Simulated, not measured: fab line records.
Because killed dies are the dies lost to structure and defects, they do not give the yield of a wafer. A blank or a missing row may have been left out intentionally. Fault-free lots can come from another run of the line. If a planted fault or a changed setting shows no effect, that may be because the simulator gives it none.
fab line records -- flow n5-finfet
[record] lots = 5, wafers = 15, last-day = 17
route steps=1938 shown BEOL_M12@1637 PASSIVATION@1936
lots with no fault: from the same line, run without faults
start-h: start of the lot's first displayed wafer, in hours after the record's first day -- wait-h: hours elapsed since this lot's preceding step -- " repeats the value in the row above -- L1.1+2: a single row standing in for several wafers -- - no value, or no start was given -- * or withheld: withheld -- < > ~ a bound
route shown NAME@n: NAME is a module with steps in the file, n the number in the route of the first one -- usual: mean/standard deviation taken from wafers without a fault -- same: alike in all rows -- chamber/n: place in a boat -- sites: readings site by site -- _std_site: the standard deviation of these -- _edge_site: outer sites' mean less inner sites' -- radius-mm: how far each site lies from the wafer's centre -- mask NAME#n: copy n -- behind: the tool/chamber that last shaped the wafer -- hold: reason for holding the lot/hours on hold/outcome of the hold -- device: which transistor (n, p or np) failed to switch -- end of line: at the end of the route, the tests of the same wafers -- a step given without rows: its recipe and nothing more -- killed: not the wafer's yield, but the dies lost to structure and defects at the first sort -- map: the dies of a wafer, with x for killed, . for not killed, _ for no die there
set.NAME: the setting as run; set.NAME@STEP: as run at that earlier step -- model.NAME: the simulator's own value behind a step, which no gauge read
a table for each step, a row for each wafer; lots at some steps of the route
services: the hour from which a tool's chamber was out of use, counted from the record's first day as start-h (under 0 if before that day), plus the number of hours and why
[[steps]]
[step N5_BEOL_M12_ETCH_68]
[recipe] chemistry = N2/H2, target = SOC, mask-material = SiARC, source-w = 3000, bias-w = 350, temp-c = 40, time-s = 285, ion-energy-ev = 200, pressure-mtorr = 30, n2-flow-sccm = 200, h2-flow-sccm = 200
[usual] drypump-motor-current-A = 5.7/0.33, oes-product-au = 0.80/0.084, rf-vpp-V = 523.5/2.6, showerhead-plenum-p-Torr = 2.53/0.082, throttle-valve-pct = 17.66/0.12
[same] time-s = 285
lot.wafer,tool,chamber,start-h,wait-h,drypump-motor-current-A,oes-product-au,rf-hours-counter-h,rf-vpp-V,showerhead-plenum-p-Torr,throttle-valve-pct
L434.2,rie-diel-06,1,261.47,0.1,5.6,0.72,200,522.5,2.52,17.62
L434.4,rie-diel-06,2,261.47,0.1,5.7,0.86,47,522.0,2.48,17.57
L434.6,rie-diel-06,3,261.47,0.1,6.2,1.03,-,529.1,2.72,17.60
L439.2,rie-diel-02,1,303.55,0.1,5.9,0.83,63,522.6,2.48,17.62
L439.4,rie-diel-02,0,303.55,0.1,5.9,0.68,211,526.8,2.61,17.63
L439.5,rie-diel-02,1,303.55,0.1,5.9,0.83,-,523.7,2.48,17.62
L440.2,rie-diel-02,2,312.13,0.1,5.6,0.83,85,523.4,2.47,17.63
L440.5,rie-diel-02,3,312.13,0.1,5.2,0.69,-,526.3,2.62,17.75
L440.6,rie-diel-02,2,312.13,0.1,5.7,0.82,-,520.9,2.47,17.63
L448.3,rie-diel-02,2,351.06,0.1,5.7,0.80,100,521.1,2.46,17.65
L448.4,rie-diel-02,0,351.06,0.1,5.9,0.67,228,525.0,2.61,17.66
L448.5,rie-diel-02,3,351.06,0.1,5.2,0.68,-,525.0,2.61,17.76
L451.3,rie-diel-02,1,367.70,0.1,5.8,0.81,87,521.5,2.47,17.67
L451.4,rie-diel-02,0,367.70,0.1,5.9,0.67,-,525.1,2.61,17.68
L451.6,rie-diel-02,2,367.70,0.1,5.7,0.79,-,521.6,2.46,17.67
[step N5_BEOL_M12_STRIP_69]
[recipe] chemistry = N2/H2, temp-c = 40, n2-flow-sccm = 200, h2-flow-sccm = 200, rf-frequency-hz = 6e+07
[step N5_BEOL_M12_TRENCH_ETCH_34]
[recipe] chemistry = C4F8/O2/Ar, target = SiOC, target-depth-a = 3189.5, mask-material = SOC, pressure-mtorr = 30, source-w = 3000, bias-w = 700, Ar_flow_sccm = 400, C4F8_flow_sccm = 15, O2_flow_sccm = 8, he-inner-torr = 15, he-outer-torr = 30, time-s = 125.5, ion-energy-ev = 250
[usual] drypump-motor-current-A = 5.7/0.33, oes-product-au = 0.79/0.082, rf-vpp-V = 665/3, showerhead-plenum-p-Torr = 3.40/0.1, throttle-valve-pct = 24.07/0.15
[same] time-s = 125.5
lot.wafer,tool,chamber,start-h,wait-h,drypump-motor-current-A,oes-product-au,rf-hours-counter-h,rf-vpp-V,showerhead-plenum-p-Torr,throttle-valve-pct
L434.2,rie-diel-06,1,261.66,0.0,5.6,0.71,200,665,3.38,23.99
L434.4,rie-diel-06,2,261.66,0.0,5.7,0.86,47,663,3.33,24.04
L434.6,rie-diel-06,3,261.66,0.0,6.2,1.01,-,671,3.63,23.94
L439.2,rie-diel-02,1,303.73,0.0,5.8,0.83,63,662,3.33,24.05
L439.4,rie-diel-02,0,303.73,0.0,5.9,0.68,211,669,3.51,23.97
L439.5,rie-diel-02,1,303.73,0.0,5.9,0.83,-,663,3.33,24.01
L440.2,rie-diel-02,2,312.31,0.0,5.7,0.82,85,664,3.32,24.01
L440.5,rie-diel-02,3,312.31,0.0,5.2,0.69,-,669,3.52,24.14
L440.6,rie-diel-02,2,312.31,0.0,5.7,0.82,-,662,3.32,24.00
L448.3,rie-diel-02,2,351.25,0.0,5.7,0.79,100,662,3.31,24.02
L448.4,rie-diel-02,0,351.25,0.0,5.9,0.67,228,668,3.50,23.99
L448.5,rie-diel-02,3,351.25,0.0,5.2,0.69,-,668,3.51,24.15
L451.3,rie-diel-02,1,367.88,0.0,5.8,0.80,87,662,3.32,24.03
L451.4,rie-diel-02,0,367.88,0.0,5.9,0.67,-,669,3.50,24.00
L451.6,rie-diel-02,2,367.88,0.0,5.7,0.79,-,664,3.31,24.05
[step N5_BEOL_M12_STRIP_70]
[recipe] chemistry = C4F8/O2/Ar, resist = SiARC, rf-frequency-hz = 6e+07
[step N5_BEOL_M12_OCD_MEAS_35]
[usual] trench-depth-nm = 320/3.2
lot.wafer,tool,chamber,start-h,wait-h,trench-depth-nm
L434.2,ocd-01,-,261.81,0.0,311
L434.4,ocd-01,-,261.81,0.0,320
L434.6,ocd-01,-,261.81,0.0,321
L439.2,ocd-01,-,303.88,0.0,320
L439.4,ocd-01,-,303.88,0.0,316
L439.5,ocd-01,-,303.88,0.0,322
L440.2,ocd-01,-,312.47,0.0,321
L440.5,ocd-01,-,312.47,0.0,314
L440.6,ocd-01,-,312.47,0.0,323
L448.3,ocd-01,-,351.40,0.0,315
L448.4,ocd-01,-,351.40,0.0,315
L448.5,ocd-01,-,351.40,0.0,314
L451.3,ocd-01,-,368.04,0.0,320
L451.4,ocd-01,-,368.04,0.0,313
L451.6,ocd-01,-,368.04,0.0,317
[step N5_BEOL_M12_STRIP_37]
[recipe] chemistry = N2/H2, power-w = 1000, temp-c = 250, h2-frac = 0.65, overash-fraction = 0.3, pressure-mtorr = withheld, n2-flow-sccm = 1750, h2-flow-sccm = 3250
[step N5_BEOL_M12_ETCH_38]
[recipe] chemistry = CF4/N2, target = SiCN, target-depth-a = 687, taper-deg = 2, time-s = 73.4, ion-energy-ev = 150, mask-material = SiO2, pressure-mtorr = 40, source-w = 430, bias-w = 70, Ar_flow_sccm = 100, cf4-flow-sccm = 60, n2-flow-sccm = 60
[usual] drypump-motor-current-A = 5.7/0.37, oes-product-au = 0.81/0.082, rf-vpp-V = 382.1/2, showerhead-plenum-p-Torr = 2.20/0.073, throttle-valve-pct = 15.31/0.14
[same] time-s = 73.4
lot.wafer,tool,chamber,start-h,wait-h,drypump-motor-current-A,oes-product-au,rf-hours-counter-h,rf-vpp-V,showerhead-plenum-p-Torr,throttle-valve-pct
L434.2,rie-diel-06,2,262.13,-,5.7,0.86,47,379.7,2.15,15.24
L434.4,rie-diel-06,1,262.13,-,5.6,0.70,200,382.0,2.18,15.41
L434.6,rie-diel-06,1,262.13,-,5.6,0.71,-,382.3,2.18,15.41
L439.2,rie-diel-02,3,306.13,-,5.2,0.70,232,384.1,2.27,15.47
L439.4,rie-diel-02,0,306.13,-,5.8,0.69,211,384.8,2.27,15.29
L439.5,rie-diel-02,0,306.13,-,5.8,0.70,-,382.8,2.27,15.30
L440.2,rie-diel-01,0,312.59,-,5.2,0.89,45,382.3,2.15,15.29
L440.5,rie-diel-01,3,312.59,-,6.4,0.86,-,381.6,2.15,15.24
L440.6,rie-diel-01,2,312.59,-,5.7,0.81,-,381.5,2.14,15.07
L448.3,rie-diel-06,3,353.81,-,6.2,0.91,29,386.6,2.34,15.17
L448.4,rie-diel-06,1,353.81,-,5.6,0.69,232,381.6,2.17,15.46
L448.5,rie-diel-06,3,353.81,-,6.2,0.91,-,387.2,2.34,15.16
L451.3,rie-diel-06,0,369.37,-,5.3,0.76,118,384.5,2.31,15.42
L451.4,rie-diel-06,1,369.37,-,5.6,0.69,237,382.1,2.17,15.48
L451.6,rie-diel-06,3,369.37,-,6.1,0.90,-,385.4,2.34,15.18
[step N5_BEOL_M12_PRECLEAN_39]
[recipe] chemistry = residue-remover, time-s = 60, temp-c = 40
[step N5_BEOL_M12_SRD_40]
[recipe] time-s = 30, temp-c = 23, rinse-liquid = diw, dry = n2-spin, spin-rpm = 1500, dry-time-s = 30
[step N5_BEOL_M12_DEGAS_41]
[recipe] ambient = vacuum, temp-c = 250, time-s = 60
[step N5_BEOL_M12_PRE_CLEAN_42]
[recipe] gas = H2/He, time-s = 30, temp-c = 250
[usual] heater-power-w = 337/36
[same] time-s = 30
lot.wafer,tool,chamber,start-h,wait-h,heater-power-w
L434.2,pvd-sputter-01,-,262.36,0.0,274
L434.4,pvd-sputter-01,-,262.36,0.0,302
L434.6,pvd-sputter-01,-,262.36,0.0,308
L439.2,pvd-sputter-02,-,306.59,0.0,305
L439.4,pvd-sputter-02,-,306.59,0.0,350
L439.5,pvd-sputter-02,-,306.59,0.0,309
L440.2,pvd-sputter-01,-,313.04,0.0,304
L440.5,pvd-sputter-01,-,313.04,0.0,310
L440.6,pvd-sputter-01,-,313.04,0.0,285
L448.3,pvd-sputter-03,-,354.32,0.0,277
L448.4,pvd-sputter-03,-,354.32,0.0,395
L448.5,pvd-sputter-03,-,354.32,0.0,387
L451.3,pvd-sputter-02,-,369.85,0.0,339
L451.4,pvd-sputter-02,-,369.85,0.0,359
L451.6,pvd-sputter-02,-,369.85,0.0,359
[step N5_BEOL_M12_SPUTTER_43]
[recipe] material = TaN, target-thk-a = 150, temp-c = 50, bias-v = 168.6, power-w = 15000, chamber-pressure-pa = 0.12, time-s = 24.19
[step N5_BEOL_M12_SPUTTER_44]
[recipe] material = Ta, target-thk-a = 100, temp-c = 50, bias-v = 80, power-w = 15000, chamber-pressure-pa = 0.07, time-s = 16.13
[usual] cathode-dc-power-W = 15000/2.8, throttle-valve-pct = 29.5/0.97
[same] time-s = 16.13
lot.wafer,tool,chamber,start-h,wait-h,cathode-dc-power-W,throttle-valve-pct,model.Ta_of_BEOL_M12_SPUTTER_44.thk-nm
L434.2,pvd-sputter-01,-,262.48,0.0,14997,28.6,10
L434.4,pvd-sputter-01,-,262.48,0.0,15001,30.1,10
L434.6,pvd-sputter-01,-,262.48,0.0,15000,30.0,10
L439.2,pvd-sputter-02,-,306.71,0.0,15006,28.5,10.2
L439.4,pvd-sputter-02,-,306.71,0.0,14999,27.7,10
L439.5,pvd-sputter-02,-,306.71,0.0,14998,28.6,10
L440.2,pvd-sputter-01,-,313.16,0.0,15000,30.1,10.2
L440.5,pvd-sputter-01,-,313.16,0.0,14998,30.4,10
L440.6,pvd-sputter-01,-,313.16,0.0,13202,28.6,8.8
L448.3,pvd-sputter-03,-,354.44,0.0,14997,30.1,10.2
L448.4,pvd-sputter-03,-,354.44,0.0,14998,32.1,10.2
L448.5,pvd-sputter-03,-,354.44,0.0,14999,29.4,10.2
L451.3,pvd-sputter-02,-,369.97,0.0,14997,29.8,10
L451.4,pvd-sputter-02,-,369.97,0.0,15001,27.8,10
L451.6,pvd-sputter-02,-,369.97,0.0,14994,28.0,10.2
[step N5_BEOL_M12_SPUTTER_45]
[recipe] material = Cu, target-thk-a = 800, temp-c = -20, bias-v = 60, power-w = 26000, chamber-pressure-pa = 0.13, time-s = 13.33
[usual] cathode-dc-power-W = 25999/5, throttle-valve-pct = 29.5/0.95
[same] time-s = 13.33
lot.wafer,tool,chamber,start-h,wait-h,cathode-dc-power-W,throttle-valve-pct
L434.2,pvd-sputter-01,-,262.56,0.0,26003,28.6
L434.4,pvd-sputter-01,-,262.56,0.0,26007,30.2
L434.6,pvd-sputter-01,-,262.56,0.0,25997,30.2
L439.2,pvd-sputter-02,-,306.79,0.0,25997,28.6
L439.4,pvd-sputter-02,-,306.79,0.0,25986,27.8
L439.5,pvd-sputter-02,-,306.79,0.0,26005,28.7
L440.2,pvd-sputter-01,-,313.24,0.0,25993,30.2
L440.5,pvd-sputter-01,-,313.24,0.0,25997,30.4
L440.6,pvd-sputter-01,-,313.24,0.0,25995,28.3
L448.3,pvd-sputter-03,-,354.52,0.0,26002,30.1
L448.4,pvd-sputter-03,-,354.52,0.0,25996,32.0
L448.5,pvd-sputter-03,-,354.52,0.0,26000,29.3
L451.3,pvd-sputter-02,-,370.05,0.0,26002,29.8
L451.4,pvd-sputter-02,-,370.05,0.0,25995,28.0
L451.6,pvd-sputter-02,-,370.05,0.0,25992,27.9
[step N5_PASSIVATION_PROBE_49]
[usual] defect-limited-yield = 90.9/1.3, killed_at_M0_to_M3 = 35/10, killed_at_M4_up = 15/5.7, killed-at-contacts = 14/6.4, killed-at-front-end = 40/11, killed-at-other = 4/3.1, killed-dies = 108/16, killed-open = 71/11, killed-short = 34/7.7, sort_bin_5_function = 5.4/0.9, sort_bin_6_memory = 3.4/0.61, sort-n-pass = 1072/16, sort-yield-pct = 90.9/1.3
[same] gross-dies = 1180, killed-at-back-side = 0, sort_bin_4_leakage[%] = 0, sort_bin_8_speed[%] = 0
lot.wafer,tool,chamber,start-h,wait-h,defect-limited-yield[%],killed_at_M0_to_M3,killed_at_M4_up,killed-at-contacts,killed-at-front-end,killed-at-other,killed-dies,killed-open,killed-short,sort_bin_5_function[%],sort_bin_6_memory[%],sort-n-pass,sort-yield-pct[%]
L434.2,prober-02,-,315.99,0.1,88.6,28,15,10,74,7,134,90,42,7.4,3.6,1046,88.6
L434.4,prober-02,-,316.09,0.2,90.1,22,28,13,52,2,117,74,39,5.5,3.7,1063,90.1
L434.6,prober-02,-,316.19,0.3,89.3,30,16,10,68,2,126,87,34,6.2,3.8,1054,89.3
L440.2,prober-02,-,354.93,0.1,89.2,40,8,9,64,6,127,77,46,6.9,3.4,1053,89.2
L440.5,prober-02,-,355.08,0.2,91.1,32,10,8,52,3,105,68,36,4.7,3.6,1075,91.1
L440.6,prober-02,-,355.13,0.3,91.6,29,4,8,52,6,99,60,36,4.9,3.0,1081,91.6
L451.3,prober-02,-,404.46,0.1,91.0,38,12,12,40,4,106,64,35,4.4,3.7,1074,91.0
L451.4,prober-02,-,404.51,0.2,91.9,28,10,19,34,5,96,68,28,5.1,2.5,1084,91.9
L451.6,prober-02,-,404.61,0.3,91.6,35,11,12,40,1,99,61,37,4.2,3.7,1081,91.6
// killed by level:class
L434.2 STI_FIN_REVEAL:geometric-particle:open=20 FIN_SAQP:geometric-particle:open=18 FIN_SAQP:geometric-particle:short=12 BEOL_M0_SAQP:geometric-particle:short=12 MOL_CONTACT_COAG:geometric-particle:open=10 BEOL_M0_SAQP:geometric-particle:open=10 STARTING-WAFER:geometric-particle:open=8 BEOL_M4:geometric-particle:open=6
L434.4 FIN_SAQP:geometric-particle:open=16 MOL_CONTACT_COAG:geometric-particle:open=11 BEOL_M0_SAQP:geometric-particle:short=7 BEOL_M4:geometric-particle:open=7 FIN_SAQP:geometric-particle:short=5 STI_FIN_REVEAL:geometric-particle:open=5 DUMMY_GATE:geometric-particle:open=5 ILD0:geometric-particle:short=5
L434.6 FIN_SAQP:geometric-particle:open=17 STI_FIN_REVEAL:geometric-particle:open=14 MOL_CONTACT_COAG:geometric-particle:open=9 DUMMY_GATE:geometric-particle:open=6 GATE_CUT:geometric-particle:short=6 BEOL_M0_SAQP:geometric-particle:open=6 BEOL_M1:geometric-particle:open=6 FIN_SAQP:geometric-particle:short=5
L440.2 FIN_SAQP:geometric-particle:open=13 FIN_SAQP:geometric-particle:short=10 BEOL_M0_SAQP:geometric-particle:short=10 BEOL_M3:geometric-particle:open=10 STI_FIN_REVEAL:geometric-particle:open=9 MOL_CONTACT_COAG:geometric-particle:open=9 BEOL_M2:geometric-particle:open=7 ILD0:geometric-particle:short=5
L440.5 FIN_SAQP:geometric-particle:short=12 FIN_SAQP:geometric-particle:open=10 GATE_CUT:geometric-particle:open=9 MOL_CONTACT_COAG:geometric-particle:open=8 BEOL_M2:geometric-particle:open=6 STI_FIN_REVEAL:geometric-particle:open=5 BEOL_M0_SAQP:geometric-particle:short=5 BEOL_M0:geometric-particle:open=5
L440.6 FIN_SAQP:geometric-particle:short=16 FIN_SAQP:geometric-particle:open=9 MOL_CONTACT_COAG:geometric-particle:open=8 BEOL_M2:geometric-particle:open=7 BEOL_M3:geometric-particle:open=7 STARTING-WAFER:geometric-particle:short=5 STI_FIN_REVEAL:geometric-particle:open=4 GATE_CUT:geometric-particle:open=4
L451.3 MOL_CONTACT_COAG:geometric-particle:open=9 BEOL_M0:geometric-particle:open=7 BEOL_M2:geometric-particle:open=7 BEOL_M3:geometric-particle:open=7 HKMG_FIN:area-etch=7 ILD0:geometric-particle:open=6 FIN_SAQP:geometric-particle:short=5 GATE_CUT:geometric-particle:short=5
L451.4 MOL_CONTACT_COAG:geometric-particle:open=16 BEOL_M1:geometric-particle:open=7 GATE_CUT:geometric-particle:short=6 BEOL_M4:geometric-particle:open=6 FIN_SAQP:geometric-particle:open=5 DUMMY_GATE:geometric-particle:open=5 BEOL_M2:geometric-particle:open=5 STI_FIN_REVEAL:geometric-particle:open=4
L451.6 MOL_CONTACT_COAG:geometric-particle:open=10 BEOL_M1:geometric-particle:open=9 FIN_SAQP:geometric-particle:short=8 DUMMY_GATE:geometric-particle:open=8 BEOL_M4:geometric-particle:open=8 FIN_SAQP:geometric-particle:open=6 BEOL_M0_SAQP:geometric-particle:short=6 DUMMY_GATE:geometric-particle:short=5
[[services]]
tool,chamber,start-h,hours,kind
rie-diel-01,1,240.61,-,clean
rie-diel-01,1,240.61,-,consumable-replace:focus-ring
rie-diel-01,1,240.61,16.8,scheduled-down
rie-diel-01,1,240.61,16.8,vent-cycle
rie-diel-06,3,242.73,-,clean
rie-diel-06,3,242.73,-,consumable-replace:focus-ring
rie-diel-06,3,242.73,-,consumable-replace:showerhead
rie-diel-02,2,281.00,6.7,repair
rie-diel-01,2,307.95,1.8,repair
rie-diel-06,0,360.39,6.0,repair
rie-diel-02,3,362.31,-,clean
rie-diel-02,3,362.31,-,consumable-replace:focus-ring
rie-diel-02,3,362.31,18.8,scheduled-down
rie-diel-02,3,362.31,18.8,vent-cycle
[[key]]
[first-sign] step = N5_BEOL_M12_SPUTTER_44, reading = cathode-dc-power-W, direction = down, sigmas = 99+, usual = *, struck = *
effect none on later readings
[model-effect] step = N5_BEOL_M12_SPUTTER_44, value = Ta_of_BEOL_M12_SPUTTER_44.thk-nm, without = 10, struck = 8.8
met-at N5_BEOL_M12_SPUTTER_44
struck-wafers L440.6
onset-between 262.48 313.16
[fault] kind = process-parameter-drift, tool = pvd-sputter-01, chamber = -, onset-h = 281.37, steps = N5_BEOL_M12_SPUTTER_44, channel = power-w, offset = *, shape = step, end-h = 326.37, acts-in = *, stated = *, scope = struck-wafers-only
